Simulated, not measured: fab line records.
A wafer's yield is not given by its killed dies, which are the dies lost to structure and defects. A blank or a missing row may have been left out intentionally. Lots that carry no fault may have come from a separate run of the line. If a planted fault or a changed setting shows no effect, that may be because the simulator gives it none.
fab line records + flow nand-harc
record
- lots=11
- wafers=33
- last-day=24
route steps=1159 shown P_CONTACT@232 END@1159
lots that met no fault: from a run of the same line without faults
start-h: hours from the record's first day to the start of the lot's first wafer shown + wait-h: hours since the lot's step before + " as in the row above + L1.1+2: a single row standing in for several wafers + - either no value or no given start + * or withheld: withheld + < > ~ a bound
route shown NAME@n: a module of which the file shows steps, and the number in the route of the first + usual: the fault-free wafers' mean and standard deviation + same: alike in all rows + chamber/n: place in a boat + sites: per-site readings + _std_site: the values' standard deviation + _edge_site: outer sites' mean less inner sites' + radius-mm: how far each site lies from the wafer's centre + mask NAME#n: copy n + behind: tool/chamber where the wafer was last shaped + hold: why the lot was held/for how many hours/how that ended + device: transistor that didn't switch, given as n, p or np + end of line: tests run on the same wafers once the route is complete + a step without rows: its recipe alone + killed: dies lost to structure and defects at the first sort, not the wafer's yield + map: the dies of a wafer, with x for killed, . for not killed, _ for no die there
set.NAME: the setting the step ran with; set.NAME@STEP: the setting that earlier step ran with + model.NAME: the simulator's own value behind a step, which no gauge read
a sample of lots followed through the steps of the route, with each step as a table and each wafer as a row
services: from which hour (start-h, from the record's first day; less than 0 if before it) a tool's chamber was out of use, for how many hours, and why
## steps
# step NHARC_P_CONTACT_CD_MEAS_12
# recipe
- target-cd-nm=90
- landing-energy-ev=500
# usual
- cd-nm=90.2/0.49
| lot.wafer | tool      | chamber | start-h | wait-h | cd-nm |
|-----------|-----------|---------|---------|--------|-------|
| L909.1    | cd-sem-03 | 0       | 106.89  | -      | 90.2  |
| L909.5    | "         | 0       | "       | "      | 90.2  |
| L909.6    | "         | 0       | "       | "      | 90.5  |
| L910.1    | cd-sem-01 | 0       | 113.86  | -      | 89.8  |
| L910.2    | "         | 0       | "       | "      | 89.9  |
| L910.4    | "         | 0       | "       | "      | 89.7  |
| L912.1    | cd-sem-02 | 0       | 125.43  | -      | 91.0  |
| L912.5    | "         | 0       | "       | "      | 90.0  |
| L912.6    | "         | 0       | "       | "      | 91.2  |
| L911.2    | cd-sem-03 | 0       | 125.96  | -      | 89.2  |
| L911.4    | "         | 0       | "       | "      | 89.5  |
| L911.6    | "         | 0       | "       | "      | 89.7  |
| L913.1    | cd-sem-01 | 0       | 136.08  | -      | 89.9  |
| L913.2    | "         | 0       | "       | "      | 89.9  |
| L913.6    | "         | 0       | "       | "      | 89.7  |
| L914.1    | cd-sem-02 | 0       | 136.63  | -      | 89.6  |
| L914.2    | "         | 0       | "       | "      | 90.0  |
| L914.3    | "         | 0       | "       | "      | 89.7  |
| L915.2    | cd-sem-03 | 0       | 152.85  | -      | 90.6  |
| L915.5    | "         | 0       | "       | "      | 90.0  |
| L915.6    | "         | 0       | "       | "      | 90.3  |
| L920.2    | cd-sem-02 | 0       | 187.18  | -      | 90.5  |
| L920.4    | "         | 0       | "       | "      | 90.5  |
| L920.6    | "         | 0       | "       | "      | 90.0  |
| L923.3    | cd-sem-03 | 0       | 195.35  | -      | 90.7  |
| L923.4    | "         | 0       | "       | "      | 90.0  |
| L923.5    | "         | 0       | "       | "      | 90.4  |
| L930.1    | cd-sem-02 | 0       | 231.19  | -      | 90.1  |
| L930.5    | "         | 0       | "       | "      | 90.4  |
| L930.6    | "         | 0       | "       | "      | 89.8  |
| L931.3    | cd-sem-03 | 0       | 241.02  | -      | 90.0  |
| L931.4    | "         | 0       | "       | "      | 90.2  |
| L931.6    | "         | 0       | "       | "      | 90.4  |
# step NHARC_P_CONTACT_DESCUM_17
# recipe
- time-s=3
- o2-flow-sccm=200
- ar-flow-sccm=0
- bias-power-w=0
- chemistry=O2
# usual
- drypump-motor-current-A=5.4/0.52
- o2-flow-sccm=200.0/0.64
- oes-product-au=1.000/0.0069
- rf-vpp-V=57.6/0.98
- showerhead-plenum-p-Torr=1.88/0.088
- throttle-valve-pct=11.311/0.0089
| lot.wafer | tool        | chamber | start-h | wait-h | drypump-motor-current-A | o2-flow-sccm | oes-product-au | rf-hours-counter-h | rf-vpp-V | showerhead-plenum-p-Torr | throttle-valve-pct |
|-----------|-------------|---------|---------|--------|-------------------------|--------------|----------------|--------------------|----------|--------------------------|--------------------|
| L909.1    | rie-diel-03 | 2       | 107.10  | 0.1    | 5.8                     | 200.6        | 1.003          | 6                  | 56.2     | 1.78                     | 11.305             |
| L909.6    | "           | 1       | "       | "      | 4.7                     | 201.6        | 1.006          | -                  | 56.9     | 1.93                     | 11.311             |
| L909.5    | "           | 2       | "       | "      | 5.8                     | 200.8        | 1.001          | -                  | 58.5     | 1.78                     | 11.307             |
| L910.2    | rie-diel-03 | 0       | 114.05  | 0.1    | 4.8                     | 200.2        | 0.993          | 7                  | 57.6     | 1.98                     | 11.306             |
| L910.1    | "           | 1       | "       | "      | 4.7                     | 200.0        | 1.011          | 6                  | 57.8     | 1.93                     | 11.325             |
| L910.4    | "           | 2       | "       | "      | 5.8                     | 199.4        | 1.005          | 7                  | 55.7     | 1.78                     | 11.299             |
| L912.1    | rie-diel-12 | 1       | 125.65  | 0.1    | 5.4                     | 198.7        | 0.992          | 10                 | 59.1     | 2.01                     | 11.301             |
| L912.6    | "           | 2       | "       | "      | 5.6                     | 199.5        | 0.987          | -                  | 57.8     | 1.95                     | 11.306             |
| L912.5    | "           | 3       | "       | "      | 6.4                     | 199.5        | 0.993          | -                  | 56.8     | 1.79                     | 11.310             |
| L911.2    | rie-diel-03 | 1       | 126.15  | 0.1    | 4.6                     | 200.3        | 1.000          | 7                  | 58.3     | 1.93                     | 11.323             |
| L911.4    | "           | 2       | "       | "      | 5.8                     | 199.6        | 1.012          | 7                  | 58.1     | 1.78                     | 11.312             |
| L911.6    | "           | 2       | "       | "      | 5.8                     | 201.0        | 1.005          | -                  | 57.5     | 1.78                     | 11.333             |
| L913.1    | rie-diel-03 | 0       | 136.27  | 0.1    | 4.8                     | 199.7        | 0.999          | 10                 | 58.2     | 1.98                     | 11.303             |
| L913.2    | "           | 3       | "       | "      | 5.6                     | 200.2        | 0.998          | 9                  | 56.7     | 1.78                     | 11.327             |
| L913.6    | "           | 1       | "       | "      | 4.7                     | 199.1        | 0.994          | -                  | 57.5     | 1.93                     | 11.307             |
| L914.3    | rie-diel-12 | 2       | 136.82  | 0.1    | 5.6                     | 201.7        | 1.001          | 11                 | 58.9     | 1.95                     | 11.313             |
| L914.1    | "           | 3       | "       | "      | 6.4                     | 199.1        | 0.994          | 12                 | 55.5     | 1.79                     | 11.303             |
| L914.2    | "           | 0       | "       | "      | 5.4                     | 198.9        | 1.004          | 7                  | 59.7     | 1.92                     | 11.307             |
| L915.2    | rie-diel-03 | 0       | 153.07  | 0.1    | 4.9                     | 199.7        | 0.997          | 11                 | 57.5     | 1.98                     | 11.310             |
| L915.5    | "           | 2       | "       | "      | 5.8                     | 200.8        | 1.007          | -                  | 56.9     | 1.78                     | 11.307             |
| L915.6    | "           | 3       | "       | "      | 5.5                     | 199.5        | 0.991          | -                  | 58.3     | 1.78                     | 11.304             |
| L920.2    | rie-diel-12 | 1       | 187.36  | 0.1    | 5.4                     | 200.1        | 0.996          | 18                 | 57.9     | 2.01                     | 11.302             |
| L920.4    | "           | 3       | "       | "      | 6.4                     | 199.5        | 0.993          | 18                 | 58.2     | 1.79                     | 11.321             |
| L920.6    | "           | 1       | "       | "      | 5.4                     | 200.0        | 0.994          | -                  | 58.0     | 2.01                     | 11.306             |
| L923.3    | rie-diel-03 | 1       | 195.54  | 0.1    | 4.6                     | 199.8        | 0.992          | 15                 | 58.0     | 1.92                     | 11.309             |
| L923.4    | "           | 3       | "       | "      | 5.6                     | 200.1        | 0.991          | 15                 | 57.5     | 1.78                     | 11.307             |
| L923.5    | "           | 0       | "       | "      | 4.8                     | 199.7        | 0.988          | -                  | 58.8     | 1.98                     | 11.300             |
| L930.1    | rie-diel-12 | 3       | 231.39  | 0.1    | 6.4                     | 199.2        | 0.982          | 4                  | 56.8     | 1.79                     | 11.297             |
| L930.6    | "           | 2       | "       | "      | 5.6                     | 201.5        | 0.998          | -                  | 58.4     | 1.95                     | 11.300             |
| L930.5    | "           | 3       | "       | "      | 6.4                     | 199.7        | 1.010          | -                  | 56.3     | 1.79                     | 11.326             |
| L931.3    | rie-diel-12 | 0       | 241.20  | 0.1    | 5.4                     | 199.7        | 1.002          | 4                  | 58.7     | 1.92                     | 11.315             |
| L931.4    | "           | 2       | "       | "      | 5.5                     | 199.9        | 1.000          | 4                  | 58.6     | 1.95                     | 11.309             |
| L931.6    | "           | 1       | "       | "      | 5.4                     | 200.2        | 1.003          | -                  | 57.1     | 2.00                     | 11.313             |
# step NHARC_P_CONTACT_ETCH_35
# recipe
- target-depth-a=390
- over-etch-frac=0.3
- time-s=65
- ion-energy-ev=80
- cf4-flow-sccm=150
- ar-flow-sccm=0
- rf-w=300
- bias-w=100
- chemistry=CF4
# usual
- drypump-motor-current-A=5.4/0.51
- oes-product-au=1.000/0.0067
- rf-vpp-V=150.9/1.2
- run-length-s=86.1/0.48
- showerhead-plenum-p-Torr=1.74/0.076
- throttle-valve-pct=13.283/0.0084
| lot.wafer | tool        | chamber | start-h | wait-h | drypump-motor-current-A | oes-product-au | rf-hours-counter-h | rf-vpp-V | run-length-s | showerhead-plenum-p-Torr | throttle-valve-pct |
|-----------|-------------|---------|---------|--------|-------------------------|----------------|--------------------|----------|--------------|--------------------------|--------------------|
| L909.1    | rie-diel-03 | 3       | 107.19  | 0.1    | 5.6                     | 1.003          | 6                  | 150.0    | 86.4         | 1.66                     | 13.294             |
| L909.6    | "           | 1       | "       | "      | 4.6                     | 1.009          | -                  | 151.3    | 85.2         | 1.78                     | 13.296             |
| L909.5    | "           | 2       | "       | "      | 5.8                     | 1.003          | -                  | 149.5    | 85.8         | 1.66                     | 13.278             |
| L910.1    | rie-diel-03 | 1       | 114.13  | 0.1    | 4.6                     | 0.999          | 6                  | 151.2    | 85.2         | 1.78                     | 13.277             |
| L910.4    | "           | 2       | "       | "      | 5.8                     | 1.014          | 7                  | 149.5    | 86.2         | 1.66                     | 13.297             |
| L910.2    | "           | 3       | "       | "      | 5.6                     | 1.002          | 7                  | 149.6    | 86.3         | 1.66                     | 13.282             |
| L912.1    | rie-diel-12 | 1       | 125.71  | 0.1    | 5.4                     | 0.984          | 10                 | 153.7    | 86.2         | 1.85                     | 13.293             |
| L912.6    | "           | 1       | "       | "      | 5.4                     | 0.993          | -                  | 151.7    | 86.4         | 1.85                     | 13.278             |
| L912.5    | "           | 2       | "       | "      | 5.6                     | 0.988          | -                  | 152.2    | 86.2         | 1.80                     | 13.284             |
| L911.4    | rie-diel-03 | 2       | 126.23  | 0.1    | 5.8                     | 1.004          | 7                  | 148.5    | 85.7         | 1.66                     | 13.284             |
| L911.2    | "           | 3       | "       | "      | 5.5                     | 1.002          | 7                  | 149.8    | 86.3         | 1.66                     | 13.295             |
| L911.6    | "           | 3       | "       | "      | 5.5                     | 1.004          | -                  | 148.2    | 86.7         | 1.66                     | 13.283             |
| L913.1    | rie-diel-03 | 2       | 136.35  | 0.1    | 5.8                     | 1.012          | 9                  | 149.7    | 86.0         | 1.66                     | 13.293             |
| L913.2    | "           | 3       | "       | "      | 5.6                     | 1.009          | 9                  | 150.4    | 87.0         | 1.66                     | 13.282             |
| L913.6    | "           | 2       | "       | "      | 5.8                     | 1.001          | -                  | 150.8    | 86.0         | 1.66                     | 13.277             |
| L914.3    | rie-diel-12 | 1       | 136.90  | 0.1    | 5.4                     | 1.000          | 11                 | 152.1    | 86.3         | 1.85                     | 13.275             |
| L914.1    | "           | 2       | "       | "      | 5.5                     | 0.988          | 11                 | 151.7    | 85.7         | 1.80                     | 13.289             |
| L914.2    | "           | 3       | "       | "      | 6.4                     | 0.984          | 12                 | 149.0    | 86.9         | 1.66                     | 13.280             |
| L915.2    | rie-diel-03 | 3       | 153.15  | 0.1    | 5.6                     | 1.003          | 10                 | 149.9    | 86.6         | 1.66                     | 13.271             |
| L915.6    | "           | 0       | "       | "      | 4.8                     | 1.000          | -                  | 154.1    | 86.0         | 1.83                     | 13.287             |
| L915.5    | "           | 1       | "       | "      | 4.6                     | 0.996          | -                  | 151.3    | 85.9         | 1.78                     | 13.285             |
| L920.4    | rie-diel-12 | 3       | 187.45  | 0.1    | 6.4                     | 0.986          | 18                 | 148.8    | 86.9         | 1.66                     | 13.277             |
| L920.2    | "           | 0       | "       | "      | 5.4                     | 1.001          | 13                 | 151.7    | 85.9         | 1.77                     | 13.277             |
| L920.6    | "           | 0       | "       | "      | 5.4                     | 1.008          | -                  | 150.8    | 86.0         | 1.77                     | 13.290             |
| L923.4    | rie-diel-03 | 0       | 195.62  | 0.1    | 4.9                     | 1.002          | 16                 | 152.2    | 71.9         | 1.82                     | 13.285             |
| L923.3    | "           | 2       | "       | "      | 5.8                     | 1.004          | 14                 | 149.4    | 86.0         | 1.65                     | 13.270             |
| L923.5    | "           | 3       | "       | "      | 5.5                     | 1.010          | -                  | 149.7    | 86.7         | 1.66                     | 13.285             |
| L930.1    | rie-diel-12 | 3       | 231.47  | 0.1    | 6.4                     | 0.994          | 4                  | 150.1    | 86.8         | 1.66                     | 13.293             |
| L930.5    | "           | 3       | "       | "      | 6.4                     | 0.988          | -                  | 150.1    | 86.7         | 1.66                     | 13.279             |
| L930.6    | "           | 0       | "       | "      | 5.4                     | 0.999          | -                  | 150.0    | 85.8         | 1.77                     | 13.282             |
| L931.4    | rie-diel-12 | 0       | 241.30  | 0.1    | 5.4                     | 0.991          | 4                  | 151.3    | 85.6         | 1.77                     | 13.269             |
| L931.3    | "           | 1       | "       | "      | 5.4                     | 1.000          | 3                  | 151.8    | 86.1         | 1.85                     | 13.286             |
| L931.6    | "           | 2       | "       | "      | 5.6                     | 0.996          | -                  | 151.1    | 86.3         | 1.80                     | 13.279             |
# step NHARC_P_CONTACT_PVD_32
# recipe
- target-thk-a=50
- chamber-pressure-pa=5
- power-w=5000
- substrate-temp-c=200
- time-s=17.7
- material=Ti
# usual
- cathode-dc-power-W=5000.0/0.86
- throttle-valve-pct=30.3/0.85
| lot.wafer | tool           | chamber | start-h | wait-h | cathode-dc-power-W | throttle-valve-pct |
|-----------|----------------|---------|---------|--------|--------------------|--------------------|
| L909.1    | pvd-sputter-01 | -       | -       | -      | 5000.6             | 29.7               |
| L909.6    | "              | -       | "       | "      | 5000.2             | 31.1               |
| L909.5    | "              | -       | "       | "      | 4999.0             | 31.3               |
| L910.2    | pvd-sputter-01 | -       | -       | -      | 4999.8             | 31.2               |
| L910.1    | "              | -       | "       | "      | 5001.2             | 30.5               |
| L910.4    | "              | -       | "       | "      | 4999.6             | 31.2               |
| L912.1    | pvd-sputter-03 | -       | -       | -      | 5001.0             | 30.9               |
| L912.5    | "              | -       | "       | "      | 5001.3             | 29.4               |
| L912.6    | "              | -       | "       | "      | 5001.0             | 30.9               |
| L911.4    | pvd-sputter-02 | -       | -       | -      | 5000.5             | 28.5               |
| L911.2    | "              | -       | "       | "      | 4999.8             | 30.6               |
| L911.6    | "              | -       | "       | "      | 4999.6             | 30.3               |
| L913.1    | pvd-sputter-01 | -       | -       | -      | 5000.8             | 31.2               |
| L913.2    | "              | -       | "       | "      | 4999.7             | 31.3               |
| L913.6    | "              | -       | "       | "      | 5001.3             | 30.3               |
| L914.2    | pvd-sputter-03 | -       | -       | -      | 4999.8             | 29.4               |
| L914.1    | "              | -       | "       | "      | 5000.4             | 31.0               |
| L914.3    | "              | -       | "       | "      | 4999.5             | 31.1               |
| L915.2    | pvd-sputter-03 | -       | -       | -      | 4999.8             | 29.2               |
| L915.5    | "              | -       | "       | "      | 5001.1             | 31.1               |
| L915.6    | "              | -       | "       | "      | 5000.0             | 31.3               |
| L920.4    | pvd-sputter-01 | -       | -       | -      | 5000.5             | 31.4               |
| L920.2    | "              | -       | "       | "      | 5000.9             | 30.6               |
| L920.6    | "              | -       | "       | "      | 4999.8             | 30.5               |
| L923.4    | pvd-sputter-03 | -       | -       | -      | 4999.0             | 31.1               |
| L923.3    | "              | -       | "       | "      | 4999.3             | 29.3               |
| L923.5    | "              | -       | "       | "      | 5000.3             | 31.2               |
| L930.1    | pvd-sputter-01 | -       | -       | -      | 5000.5             | 30.8               |
| L930.5    | "              | -       | "       | "      | 5000.1             | 29.0               |
| L930.6    | "              | -       | "       | "      | 4999.3             | 30.7               |
| L931.4    | pvd-sputter-01 | -       | -       | -      | 5000.5             | 30.7               |
| L931.3    | "              | -       | "       | "      | 5000.2             | 31.3               |
| L931.6    | "              | -       | "       | "      | 4999.6             | 30.7               |
# step NHARC_END_SORT_01
# recipe
- temp-c=25
# usual
- killed-at-array=31/12
- killed-at-other=0.6/0.85
- killed-at-periphery=3.0/2.3
- killed-dies=35/12
- killed-open=3.2/1.9
- killed-short=1.8/1.4
# same
- gross-dies=677
| lot.wafer | tool      | chamber | start-h | wait-h | killed-at-array | killed-at-other | killed-at-periphery | killed-dies | killed-open | killed-short |
|-----------|-----------|---------|---------|--------|-----------------|-----------------|---------------------|-------------|-------------|--------------|
| L909.1    | prober-01 | 0       | 437.65  | 2.5    | 18              | 0               | 1                   | 19          | 5           | 1            |
| L909.5    | prober-01 | 0       | 440.90  | 3.7    | 20              | 1               | 0                   | 21          | 3           | 0            |
| L909.6    | prober-01 | 0       | 441.71  | 4.1    | 24              | 1               | 2                   | 27          | 3           | 2            |
| L920.2    | prober-02 | 0       | 517.23  | 2.8    | 55              | 0               | 3                   | 58          | 4           | 3            |
| L920.4    | prober-02 | 0       | 518.83  | 3.4    | 48              | 0               | 5                   | 53          | 3           | 1            |
| L920.6    | prober-02 | 0       | 520.43  | 4.0    | 42              | 0               | 5                   | 47          | 4           | 4            |
| L923.3    | prober-01 | 0       | 543.23  | 3.1    | 32              | 0               | 1                   | 33          | 5           | 1            |
| L923.4    | prober-01 | 0       | 544.03  | 3.4    | 32              | 0               | 0                   | 32          | 2           | 0            |
| L923.5    | prober-01 | 0       | 544.83  | 3.7    | 32              | 0               | 2                   | 34          | 3           | 1            |
# killed by level:class
L909.1 A_SLIT:chamber-film-flake=7 A_STAIRCASE:chamber-film-flake=3 A_BLC:chamber-film-flake=2 P_M0:geometric-particle:open=1 A_ONON_D1:geometric-particle:open=1 A_CHANNEL_FILL_D1:geometric-particle:open=1 A_CHANNEL_FILL_D1:geometric-particle:short=1 A_SGD_CUT:geometric-particle:open=1
L909.5 A_SLIT:chamber-film-flake=12 A_BLC:chamber-film-flake=3 A_WL_FILL:geometric-particle:open=2 A_WL_FILL:chamber-film-flake=2 A_CHANNEL_HOLE_D1:geometric-particle:open=1 THIN_TSV:chamber-film-flake=1
L909.6 A_SLIT:chamber-film-flake=10 A_BLC:chamber-film-flake=7 A_CHANNEL_HOLE_D1:chamber-film-flake=2 P_M0:geometric-particle:open=1 P_M1:geometric-particle:open=1 A_ONON_D1:geometric-particle:short=1 A_ONON_D1:geometric-particle:open=1 A_WL_FILL:geometric-particle:short=1
L920.2 A_CHANNEL_HOLE_D1:chamber-film-flake=24 A_SLIT:chamber-film-flake=13 A_STAIRCASE:chamber-film-flake=5 A_SGD_CUT:chamber-film-flake=4 A_CONTACT:chamber-film-flake=3 A_CONTACT:geometric-particle:open=2 P_CONTACT:geometric-particle:open=1 A_CHANNEL_HOLE_D1:geometric-particle:short=1
L920.4 A_CHANNEL_HOLE_D1:chamber-film-flake=18 A_SLIT:chamber-film-flake=13 A_SGD_CUT:chamber-film-flake=8 P_GATE:chamber-film-flake=3 A_ZERO_WELL:chamber-film-flake=3 A_CONTACT:chamber-film-flake=2 P_CONTACT:geometric-particle:open=1 A_ONON_D1:geometric-particle:open=1
L920.6 A_SLIT:chamber-film-flake=14 A_CHANNEL_HOLE_D1:chamber-film-flake=13 A_SGD_CUT:chamber-film-flake=4 A_WL_FILL:geometric-particle:short=3 P_GATE:chamber-film-flake=3 A_STAIRCASE:chamber-film-flake=2 P_CONTACT:geometric-particle:open=1 A_CHANNEL_FILL_D1:geometric-particle:short=1
L923.3 A_CHANNEL_HOLE_D1:chamber-film-flake=22 A_CONTACT:geometric-particle:open=2 A_WL_FILL:chamber-film-flake=2 A_CONTACT:chamber-film-flake=2 P_CONTACT:geometric-particle:short=1 A_ONON_D1:geometric-particle:open=1 A_WL_FILL:geometric-particle:open=1 A_M1:geometric-particle:open=1
L923.4 A_CHANNEL_HOLE_D1:chamber-film-flake=25 A_WL_FILL:chamber-film-flake=2 A_ONON_D1:geometric-particle:open=1 A_CONTACT:geometric-particle:open=1 A_ZERO_WELL:chamber-film-flake=1 A_STAIRCASE:chamber-film-flake=1 A_CONTACT:chamber-film-flake=1
L923.5 A_CHANNEL_HOLE_D1:chamber-film-flake=22 A_STAIRCASE:chamber-film-flake=3 P_CONTACT:geometric-particle:open=1 A_CHANNEL_HOLE_D1:geometric-particle:open=1 A_CONTACT:geometric-particle:short=1 A_M0:geometric-particle:open=1 P_GATE:chamber-film-flake=1 A_ZERO_WELL:chamber-film-flake=1
## services
| tool           | chamber | start-h | hours | kind   |
|----------------|---------|---------|-------|--------|
| rie-diel-03    | 0       | 96.33   | -     | clean  |
| rie-diel-03    | 1       | 96.33   | -     | clean  |
| rie-diel-03    | 2       | 96.33   | -     | clean  |
| rie-diel-03    | 3       | 96.33   | -     | clean  |
| pvd-sputter-03 | -       | 102.00  | 10.0  | pm     |
| rie-diel-03    | 0       | 120.83  | -     | clean  |
| rie-diel-03    | 1       | 120.83  | -     | clean  |
| rie-diel-03    | 2       | 120.83  | -     | clean  |
| rie-diel-03    | 3       | 120.83  | -     | clean  |
| rie-diel-03    | 0       | 145.39  | -     | clean  |
| rie-diel-03    | 1       | 145.39  | -     | clean  |
| rie-diel-03    | 2       | 145.39  | -     | clean  |
| rie-diel-03    | 3       | 145.39  | -     | clean  |
| pvd-sputter-01 | -       | 158.00  | 10.0  | pm     |
| rie-diel-03    | 0       | 169.89  | -     | clean  |
| rie-diel-03    | 1       | 169.89  | -     | clean  |
| rie-diel-03    | 2       | 169.89  | -     | clean  |
| rie-diel-03    | 3       | 169.89  | -     | clean  |
| rie-diel-03    | 0       | 194.39  | -     | clean  |
| rie-diel-03    | 1       | 194.39  | -     | clean  |
| rie-diel-12    | -       | 202.40  | 9.0   | pm     |
| pvd-sputter-02 | -       | 214.00  | 10.0  | pm     |
| rie-diel-03    | -       | 215.33  | 9.0   | pm     |
| rie-diel-03    | 0       | 234.57  | 6.3   | repair |
## key
first-sign
- step=NHARC_P_CONTACT_ETCH_35
- reading=run-length-s
- direction=down
- sigmas=29
- usual=*
- struck=*
effect none on later readings
met-at NHARC_P_CONTACT_ETCH_35
struck-lots L923
struck-wafers L923.4
tester-left-out L923
not-acting-at NHARC_P_CONTACT_CD_MEAS_12,NHARC_P_CONTACT_DESCUM_17,NHARC_P_CONTACT_PVD_32
onset-between 153.15 195.62
fault
- kind=process-parameter-drift
- tool=rie-diel-03
- chamber=0
- onset-h=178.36
- steps=NHARC_P_CONTACT_ETCH_35
- channel=time-s
- offset=*
- shape=step
- end-h=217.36
- acts-in=*
- stated=*
# tester-left-out: of these lots the tester's yield and bins aren't shown, on N5 and GAA mostly nor the transistor test; their killed dies are dies lost to structure and defects alone, not to doping, threshold or leakage, so they don't give the yield
